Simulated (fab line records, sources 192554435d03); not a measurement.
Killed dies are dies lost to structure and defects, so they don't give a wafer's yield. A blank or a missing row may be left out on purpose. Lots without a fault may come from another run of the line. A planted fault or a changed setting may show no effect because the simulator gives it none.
fab line records | flow n5_finfet
record lots=4 wafers=11 last_day=17
route steps=1938 shown BEOL_M9@1437 BEOL_M10@1470 BEOL_M15@1830
lots that met no fault: from a run of the same line without faults
start_h: hours from the record's first day to the start of the lot's first wafer shown | wait_h: hours since the lot's step before | " the same as in the row above | L1.1+2: a row that stands for several wafers | - no value, or no start given | * or withheld: withheld | < > ~ a bound
route shown NAME@n: a module of which the file shows steps, and the number in the route of the first | usual: mean/standard deviation of fault-free wafers | same: alike in all rows | chamber/n: place in a boat | sites: the reading at each site | _std_site: their standard deviation | _edge_site: outer sites' mean less inner sites' | radius_mm: how far each site lies from the wafer's centre | mask NAME#n: copy n | behind: the tool/chamber that last shaped the wafer | hold: why the lot was held/for how many hours/how that ended | device: the transistor (n, p or np) that didn't switch | end of line: the same wafers' tests at the end of the route | a step without rows: its recipe alone | killed: dies lost to structure and defects at the first sort, not the wafer's yield | map: a wafer's dies, x killed, . not, _ none there
set.NAME: the setting as run; set.NAME@STEP: as run at that earlier step | model.NAME: the simulator's own value behind a step, which no gauge read
lots at some steps of the route; a table a step, a row a wafer
services: from which hour (start_h, from the record's first day; less than 0 if before it) a tool's chamber was out of use, for how many hours, and why
## steps
# step N5_BEOL_M9_DESCUM_33
# recipe chemistry=O2 time_s=7 source_power_w=50 bias_power_w=20 pressure_mtorr=20 rf_frequency_hz=2.712e+07 temp_c=40 resist=CAR-EUV o2_flow_sccm=225
# step N5_BEOL_M9_ETCH_76
# recipe chemistry=N2/H2 target=underlayer target_depth_a=65 mask_material=CAR-EUV time_s=5.2 ion_energy_ev=200 pressure_mtorr=30 source_w=840 bias_w=150 n2_flow_sccm=200 h2_flow_sccm=200 ends=cleared
# step N5_BEOL_M9_ETCH_65
# recipe chemistry=CF4 target=SiARC target_depth_a=156 mask_material=CAR-EUV time_s=26 ion_energy_ev=80 pressure_mtorr=40 source_w=545 bias_w=36 Ar_flow_sccm=100 cf4_flow_sccm=100 ends=cleared
# step N5_BEOL_M9_ETCH_66
# recipe chemistry=N2/H2 target=SOC target_depth_a=800 overetch_a=160 mask_material=SiARC temp_c=40 time_s=120 ion_energy_ev=200 pressure_mtorr=30 source_w=840 bias_w=150 n2_flow_sccm=200 h2_flow_sccm=200
# step N5_BEOL_M9_STRIP_69
# recipe chemistry=N2/H2 temp_c=40 n2_flow_sccm=200 h2_flow_sccm=200 rf_frequency_hz=6e+07
# step N5_BEOL_M9_STRIP_77
# recipe chemistry=N2/H2 temp_c=40 n2_flow_sccm=200 h2_flow_sccm=200 rf_frequency_hz=6e+07
# step N5_BEOL_M9_VIA_ETCH_34
# recipe chemistry=C4F6/O2 target=SiCOH_lowk target_depth_a=1824 mask_material=SOC taper_deg=4 time_s=68.4 ion_energy_ev=250 pressure_mtorr=30 source_w=345 bias_w=185 Ar_flow_sccm=300 C4F6_flow_sccm=10 O2_flow_sccm=10
# step N5_BEOL_M9_STRIP_73
# recipe chemistry=C4F6/O2 resist=SiARC rf_frequency_hz=6e+07
# step N5_BEOL_M9_STRIP_36
# recipe chemistry=N2/H2 power_w=450 temp_c=40 pressure_mtorr=20 rf_frequency_hz=6e+07 overash_fraction=0.3 bias_power_w=7 h2_frac=0.5 n2_flow_sccm=200 h2_flow_sccm=200
# step N5_BEOL_M9_TRENCH_ETCH_37
# recipe chemistry=C4F6/O2 target_depth_a=1514.3 target=SiCOH_lowk time_s=49 ion_energy_ev=250 pressure_mtorr=30 source_w=345 bias_w=185 Ar_flow_sccm=300 C4F6_flow_sccm=10 O2_flow_sccm=10
# usual O2_flow_sccm=10.00/0.031 drypump_motor_current_A=5.7/0.39 oes_product_au=0.80/0.07 rf_vpp_V=668/7.8 showerhead_plenum_p_Torr=2.87/0.059 throttle_valve_pct=20.93/0.22
# columns lot.wafer tool chamber start_h wait_h O2_flow_sccm drypump_motor_current_A oes_product_au rf_hours_counter_h rf_vpp_V showerhead_plenum_p_Torr throttle_valve_pct model.etch.depth_nm model.BEOL_M9.feature_depth_nm model.TiN_of_BEOL_M9_HM_DEP_02.thk_nm
L697.2 rie_diel-04 3 240.77 - 10.00 5.7 0.75 55 680 2.90 21.07 125.1 125.2 16.6
L697.4 " 1 " " 10.02 5.4 0.91 28 671 2.77 20.67 155.2 155.2 15.6
L697.5 " 2 " " 10.01 6.4 0.76 - 673 2.89 21.02 126.3 126.4 16.6
L700.2 rie_diel-04 3 246.78 - 10.01 5.7 0.74 56 682 2.90 21.07 123.6 123.6 16.8
L700.5 " 1 " " 9.99 5.3 0.80 - 670 2.77 20.63 125.4 125.4 16.6
L710.2 rie_diel-02 3 310.61 - 10.03 5.2 0.68 207 675 2.95 21.26 146.6 146.6 15.8
L710.3 " 2 " " 10.04 5.6 0.72 196 662 2.81 20.67 148.2 148.2 15.8
L710.4 " 1 " " 10.03 4.9 0.89 30 659 2.89 20.62 149.5 149.4 15.6
L715.2 rie_diel-04 3 353.46 - 10.00 5.7 0.79 89 681 2.89 21.13 148.6 148.6 16
L715.3 " 1 " " 10.01 5.3 0.84 61 670 2.76 20.72 151 151 15.8
L715.4 " 0 " " 9.97 5.9 0.73 189 656 2.84 20.89 149.7 149.6 15.6
# step N5_BEOL_M9_ETCH_41
# recipe chemistry=CH3F/O2 target=SiCN target_depth_a=366 taper_deg=2 time_s=70.1 ion_energy_ev=120 mask_material=TiN pressure_mtorr=30 source_w=395 bias_w=75 Ar_flow_sccm=150 CH3F_flow_sccm=30 O2_flow_sccm=20
# step N5_BEOL_M9_STRIP_80
# recipe chemistry=N2/H2 time_s=10 power_w=450 temp_c=40 pressure_mtorr=20 rf_frequency_hz=6e+07 bias_power_w=7 n2_flow_sccm=200 h2_flow_sccm=200
# step N5_BEOL_M9_OCD_MEAS_38
# usual trench_depth_nm=150.9/2.4
# columns lot.wafer tool chamber start_h wait_h trench_depth_nm
L697.2 ocd-02 - 240.94 - 125.6
L697.4 " - " " 154.9
L697.5 " - " " 126.4
L700.2 ocd-01 - 246.95 - 123.6
L700.5 " - " " 125.1
L710.2 ocd-02 - 310.78 - 146.3
L710.3 " - " " 148.1
L710.4 " - " " 149.4
L715.2 ocd-02 - 353.63 - 148.4
L715.3 " - " " 150.4
L715.4 " - " " 149.9
# step N5_BEOL_M9_HM_STRIP_39
# recipe chemistry=peroxide_tin_strip material=TiN target_depth_a=250 temp_c=50 time_s=158
# step N5_BEOL_M9_SRD_40
# recipe time_s=30 temp_c=23 rinse_liquid=diw dry=ipa_marangoni
# step N5_BEOL_M9_PRECLEAN_42
# recipe chemistry=residue_remover time_s=60 temp_c=40
# step N5_BEOL_M9_SRD_43
# recipe time_s=30 temp_c=23 rinse_liquid=diw dry=ipa_marangoni
# step N5_BEOL_M9_CURE_72
# recipe temp_c=370 time_s=120 ambient=DMADMS/He material=SiCOH_lowk
# step N5_BEOL_M9_DEGAS_44
# recipe ambient=vacuum temp_c=250 time_s=60
# step N5_BEOL_M9_PRE_CLEAN_45
# recipe gas=H2/He time_s=30 temp_c=250
# step N5_BEOL_M9_ALD_74
# recipe material=TaN target_thk_a=20 temp_c=275 ald_precursor_family=PDMAT ald_co_reactant=NH3 pressure_torr=3 carrier_flow_sccm=1500 pulse_time_s=2 purge_time_s=3 co_reactant_purge_time_s=2 co_reactant_pulse_time_s=3 ald_cycles=40 precursor_vessel_temp_c=75 precursor_vessel_pressure_torr=26.25 precursor_vessel_carrier_sccm=1000
# step N5_BEOL_M9_SURFACE_TREAT_79
# recipe gas=Ar time_s=* ion_energy_ev=* ion_current_ma_cm2=0.5 pressure_mtorr=* ar_flow_sccm=30
# step N5_BEOL_M9_CVD_78
# recipe material=Co target_thk_a=20 temp_c=withheld precursor=CCTBA/H2 pressure_torr=30 time_s=138.9
# step N5_BEOL_M9_SPUTTER_48
# recipe material=Cu target_thk_a=120 temp_c=-20 bias_v=60 power_w=26000 chamber_pressure_pa=0.13 time_s=2
# step N5_BEOL_M9_ECD_50
# recipe material=Cu target_thk_a=3180
# step N5_BEOL_M9_ANNEAL_51
# recipe temp_c=225 time_s=90 ambient=N2
# step N5_BEOL_M9_CMP_52
# recipe stop_on=SiCOH_lowk t_overpolish_s=7 down_force_psi=1 platen_rpm=50 clearing_platen_down_force_psi=1.5 clearing_platen_rpm=50 post_cmp_clean=cu_alkaline target_thk_nm=140 clearing_platen_pad_velocity_m_s=0.99484 pad_velocity_m_s=0.99484
# usual clearing_platen_down_force_psi=1.4997/0.003 head_pressure_psi=1.0001/0.0024 motor_current_A=5.9/0.55
# columns lot.wafer tool chamber start_h wait_h clearing_platen_down_force_psi head_pressure_psi motor_current_A model.Cu_of_BEOL_M9_ECD_50.thk_nm
L697.2 cmp-01 1 244.81 0.2 1.5021 1.0026 6.7 114.2
L697.4 " 0 " " 1.5017 1.0018 5.7 144
L697.5 " 2 " " 1.5020 0.9988 5.9 113.2
L700.2 cmp-04 0 249.63 0.3 1.4987 0.9993 6.6 112.4
L700.5 " 2 " " 1.5003 0.9998 5.1 115.4
L710.4 cmp-03 0 312.49 0.1 1.5017 0.9976 6.4 135.4
L710.2 " 2 " " 1.5040 1.0026 5.1 136
L710.3 " 3 " " 1.4978 1.0030 5.8 134
L715.2 cmp-03 0 355.99 0.2 1.5023 0.9972 6.1 138.8
L715.3 " 2 " " 1.4964 1.0051 5.0 141.6
L715.4 " 3 " " 1.5027 1.0014 5.6 138
# step N5_BEOL_M9_THK_MEAS_53
# recipe thk_meas_gauge=xrf reads=Cu_of_BEOL_M9_ECD_50
# usual M9_THK=135.9/2.5
# columns lot.wafer tool chamber start_h wait_h M9_THK[nm]
L697.2 film_metro-02 - 245.10 - 111.7
L697.4 " - " " 140.5
L697.5 " - " " 110.6
L700.2 film_metro-01 - 249.81 - 108.8
L700.5 " - " " 111.7
L710.2 film_metro-02 - 312.78 - 133.0
L710.3 " - " " 131.4
L710.4 " - " " 132.5
L715.2 film_metro-02 - 356.29 - 136.0
L715.3 " - " " 139.0
L715.4 " - " " 135.3
# step N5_BEOL_M9_PRE_CLEAN_55
# recipe gas=NH3 time_s=15 temp_c=withheld rf_power_w=300
# step N5_BEOL_M9_DEP_56
# recipe material=SiCN target_thk_a=150 temp_c=withheld precursor=3MS/NH3 pressure_torr=3 rf_w=202 time_s=26.5
# step N5_BEOL_M9_RS_MEAS_57
# recipe thk_meas_gauge=four-point-probe reads=Cu_of_BEOL_M9_ECD_50+Co_of_BEOL_M9_CVD_78+TaN_of_BEOL_M9_ALD_74
# usual M9_RS=0.152/0.0034
# columns lot.wafer tool chamber start_h wait_h M9_RS[ohm/sq]
L697.2 film_metro-01 - 245.24 0.1 0.189
L697.4 " - " " 0.146
L697.5 " - " " 0.191
L700.2 film_metro-01 - 249.95 0.1 0.193
L700.5 " - " " 0.187
L710.2 film_metro-01 - 312.92 0.1 0.156
L710.3 " - " " 0.158
L710.4 " - " " 0.156
L715.2 film_metro-02 - 356.42 0.1 0.152
L715.3 " - " " 0.149
L715.4 " - " " 0.153
# step N5_BEOL_M10_ILD_DEP_00
# recipe material=SiCOH_lowk target_thk_a=3085.1 temp_c=300 precursor=DEMS/porogen pressure_torr=5 rf_w=500 time_s=58
# step N5_BEOL_M10_CURE_71
# recipe temp_c=385 time_s=240 ambient=He/Ar material=SiCOH_lowk
# step N5_BEOL_M10_PECVD_70
# recipe material=SiO2 target_thk_a=200 temp_c=400 precursor=TEOS/O2 pressure_torr=5.5 rf_w=450 teos_flow_sccm=53.8 gas=O2 flow_sccm=3000 time_s=22.7
# step N5_BEOL_M10_HM_DEP_02
# recipe material=TiN target_thk_a=200 temp_c=25 chamber_pressure_pa=0.49996
# step N5_BEOL_M10_COAT_59
# recipe resist=SOC temp_c=250 time_s=60 spin_rpm=1500 resist_thk_nm=100
# step N5_BEOL_M15_RC_MEAS_101
# usual COMB_M10=1.5e-11/3.1e-12 COMB_M11=1.5e-11/3.1e-12 COMB_M12=7e-12/1.3e-12 COMB_M13=5.5e-12/1e-12 COMB_M14=4.1e-12/7.1e-13 COMB_M15=3.2e-12/5.9e-13 COMB_M5=3.7e-11/7.8e-12 COMB_M6=2.6e-11/5.1e-12 COMB_M7=2.5e-11/5.4e-12 COMB_M8=2.7e-11/5.7e-12 SERP_M10=3.07/0.091 SERP_M11=3.10/0.076 SERP_M12=0.632/0.016 SERP_M13=0.310/0.0062 SERP_M14=0.159/0.0051 SERP_M14_max_site=0.160/0.0053 SERP_M5=38.9/1.7 SERP_M6=13.7/0.57 SERP_M7=14.0/0.52 SERP_M8=13.6/0.59 SERP_M9=3.08/0.082 SERP_M9_max_site=3.17/0.081
# columns lot.wafer tool chamber start_h wait_h COMB_M10[S/m] COMB_M11[S/m] COMB_M12[S/m] COMB_M13[S/m] COMB_M14[S/m] COMB_M15[S/m] COMB_M5[S/m] COMB_M6[S/m] COMB_M7[S/m] COMB_M8[S/m] SERP_M10[ohm/um] SERP_M11[ohm/um] SERP_M12[ohm/um] SERP_M13[ohm/um] SERP_M14[ohm/um] SERP_M14_max_site[ohm/um] SERP_M5[ohm/um] SERP_M6[ohm/um] SERP_M7[ohm/um] SERP_M8[ohm/um] SERP_M9[ohm/um] SERP_M9_max_site[ohm/um]
L697.2 prober-01 0 284.51 0.2 1.1e-11 1.3e-11 8.4e-12 5.9e-12 5.1e-12 3.2e-12 4e-11 3.1e-11 2.3e-11 2.4e-11 3.02 3.11 0.620 0.294 0.162 0.162 39.9 13.9 13.2 12.8 3.87 3.98
L697.4 " 0 " " 1.7e-11 1.4e-11 7e-12 4.3e-12 5.1e-12 2.9e-12 3e-11 2.5e-11 2.3e-11 2.9e-11 3.20 3.18 0.641 0.305 0.154 0.155 38.9 14.6 12.8 13.1 2.91 3.01
L697.5 " 0 " " 1.6e-11 1.4e-11 8.8e-12 5e-12 4.1e-12 3.2e-12 3.2e-11 2.2e-11 3.1e-11 1.6e-11 3.16 3.05 0.635 0.300 0.156 0.157 37.4 13.4 13.5 13.3 3.82 3.96
L700.2 prober-02 0 285.08 0.2 1.7e-11 1.7e-11 5.7e-12 5.6e-12 3.4e-12 2.9e-12 3e-11 3.6e-11 3.1e-11 1.9e-11 2.98 3.04 0.632 0.312 0.161 0.164 38.6 13.7 14.6 13.6 3.84 3.95
L700.5 " 0 " " 1.9e-11 1.3e-11 5.3e-12 5.6e-12 3e-12 2.8e-12 3.5e-11 3.1e-11 3e-11 2.1e-11 2.95 3.07 0.636 0.324 0.150 0.153 39.0 13.5 14.0 13.2 3.79 3.90
L710.2 prober-01 0 355.81 0.2 1.3e-11 1.6e-11 8.7e-12 4.2e-12 3.7e-12 2.6e-12 3.8e-11 3e-11 4.1e-11 2e-11 3.16 3.13 0.621 0.317 0.156 0.158 41.4 13.6 13.9 14.2 3.16 3.22
L710.3 " 0 " " 1.3e-11 1.6e-11 5.9e-12 4.4e-12 4.9e-12 2.7e-12 4.7e-11 2.6e-11 2.9e-11 3.5e-11 3.06 3.04 0.636 0.298 0.154 0.156 39.9 12.2 13.7 13.8 3.21 3.33
L710.4 " 0 " " 1.3e-11 1.5e-11 7.9e-12 7.1e-12 5.1e-12 2.5e-12 2.5e-11 1.9e-11 2.3e-11 2.8e-11 2.98 3.10 0.627 0.316 0.157 0.158 39.2 13.1 13.8 13.6 3.14 3.30
L715.2 prober-02 0 398.54 0.2 1.6e-11 1.5e-11 4.8e-12 5e-12 3.7e-12 3.7e-12 3.8e-11 2.4e-11 2.1e-11 2.2e-11 3.00 3.08 0.646 0.308 0.157 0.159 37.6 12.8 14.1 13.9 3.15 3.20
L715.3 " 0 " " 1.1e-11 1.1e-11 5e-12 5.3e-12 4.1e-12 2.7e-12 3.5e-11 2.3e-11 1.7e-11 2.3e-11 3.03 3.07 0.622 0.309 0.166 0.167 37.9 14.1 13.9 13.7 3.02 3.05
L715.4 " 0 " " 1e-11 1.3e-11 4.8e-12 5.4e-12 3.2e-12 2.7e-12 4.7e-11 3e-11 1.8e-11 2.7e-11 3.14 3.19 0.625 0.308 0.156 0.157 39.0 13.9 13.9 14.5 3.11 3.14
# sites SERP_M9 radius_mm=0,75,75,75,75,140,140,140,140
L697.2 3.98 3.93 3.87 3.94 3.89 3.73 3.59 3.74 3.68
L700.2 3.84 3.95 3.93 3.92 3.89 3.77 3.74 3.80 3.70
L710.2 3.16 3.08 3.22 3.17 3.20 3.08 3.20 3.11 3.10
L715.2 3.20 3.15 3.17 3.16 3.16 3.10 3.06 3.06 3.04
## services
# columns tool chamber start_h hours kind
cmp-01 - 234.04 3.7 pm
cmp-04 - 236.65 5.7 pm
rie_diel-02 3 264.08 11.4 repair
rie_diel-02 - 271.71 2.8 pm
cmp-03 - 274.80 4.0 pm
cmp-04 - 275.29 2.0 repair
cmp-03 - 278.80 - consumable_replace:conditioner
cmp-03 - 278.80 - consumable_replace:pad
cmp-01 - 288.82 1.2 repair
cmp-03 - 298.26 0.7 repair
rie_diel-02 - 300.28 4.0 repair
cmp-01 - 310.90 4.0 pm
cmp-01 - 314.90 - consumable_replace:conditioner
cmp-01 - 314.90 - consumable_replace:pad
rie_diel-02 0 322.58 9.6 repair
rie_diel-04 1 330.34 2.0 repair
rie_diel-02 - 337.47 0.7 repair
cmp-03 - 343.51 2.6 repair
cmp-04 - 353.32 2.8 repair
## key
first_sign step=N5_BEOL_M9_OCD_MEAS_38 reading=trench_depth_nm direction=down sigmas=11 usual=150.9 struck=125.2
effect step=N5_BEOL_M9_THK_MEAS_53 reading=M9_THK direction=down sigmas=10 usual=135.9 struck=110.7
effect step=N5_BEOL_M9_RS_MEAS_57 reading=M9_RS direction=up sigmas=11 usual=0.152 struck=0.190
effect step=N5_BEOL_M15_RC_MEAS_101 reading=SERP_M9 direction=up sigmas=9.1 usual=3.08 struck=3.83
model_effect step=N5_BEOL_M9_TRENCH_ETCH_37 value=etch.depth_nm without=153.5 struck=125.1
model_effect step=N5_BEOL_M9_CMP_52 value=Cu_of_BEOL_M9_ECD_50.thk_nm without=142.2 struck=113.8
met_at N5_BEOL_M9_TRENCH_ETCH_37
struck_wafers L697.2,L697.5,L700.2,L700.5
fault kind=process_parameter_drift tool=rie_diel-04 chamber=- onset_h=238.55 steps=N5_BEOL_M9_TRENCH_ETCH_37 channel=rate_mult offset=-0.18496 shape=step end_h=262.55 scope=struck_wafers_only
